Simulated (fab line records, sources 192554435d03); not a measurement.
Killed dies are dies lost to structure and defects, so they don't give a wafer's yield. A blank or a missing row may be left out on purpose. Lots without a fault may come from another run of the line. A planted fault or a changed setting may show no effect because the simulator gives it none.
Chamber matching | flow n5_finfet | N5_BEOL_M14_ETCH_59 on rie_diel-02: 4 sister chambers
The step etches BARC in N2/H2, target depth 89 nm, overetch 26.7 nm, time 67.9 s. 8 wafers are shown with their chamber, then 9 later ones without.

WAFERS WITH THEIR CHAMBER
wafer  | chamber | throttle_valve_pct (%) | showerhead_plenum_p_Torr (Torr)
L080.1 | 0       | 18.16                  | 2.48
L082.3 | 2       | 17.60                  | 2.48
L085.1 | 3       | 17.67                  | 2.56
L085.3 | 1       | 17.50                  | 2.58
L085.6 | 3       | 17.67                  | 2.56
L087.1 | 1       | 17.50                  | 2.58
L087.3 | 0       | 18.17                  | 2.47
L087.6 | 2       | 17.60                  | 2.47

WAFERS WITHOUT THEIR CHAMBER
wafer  | throttle_valve_pct (%) | showerhead_plenum_p_Torr (Torr)
L092.2 | 17.66                  | 2.55
L092.3 | 17.52                  | 2.58
L092.4 | 18.19                  | 2.47
L096.2 | 17.69                  | 2.55
L096.3 | 17.52                  | 2.57
L096.6 | 17.52                  | 2.57
L097.1 | 18.22                  | 2.46
L097.3 | 17.71                  | 2.55
L097.4 | 17.64                  | 2.47

WHICH CHAMBER EACH WENT THROUGH
wafer  | from the rows above | in truth
L092.2 | 3                   | 3
L092.3 | 1                   | 1
L092.4 | 0                   | 0
L096.2 | 3                   | 3
L096.3 | 1                   | 1
L096.6 | 1                   | 1
L097.1 | 0                   | 0
L097.3 | 3                   | 3
L097.4 | 2                   | 2
Placed correctly: 9 of 9. Can't be placed from these rows: 0. Placed wrongly: 0.
How it was worked out, from the rows above alone: a wafer's distance from a chamber is the root of the sum, over the readings, of the square of ((its reading less the chamber's mean) divided by the reading's scatter). The wafer belongs to the nearest chamber; if the next one is less than 2 further off, it can't be placed. A chamber's mean is the mean of its shown wafers. The scatter: the root of (the sum of the squares of (reading less its chamber's mean) over the shown wafers, divided by (wafers less chambers)).
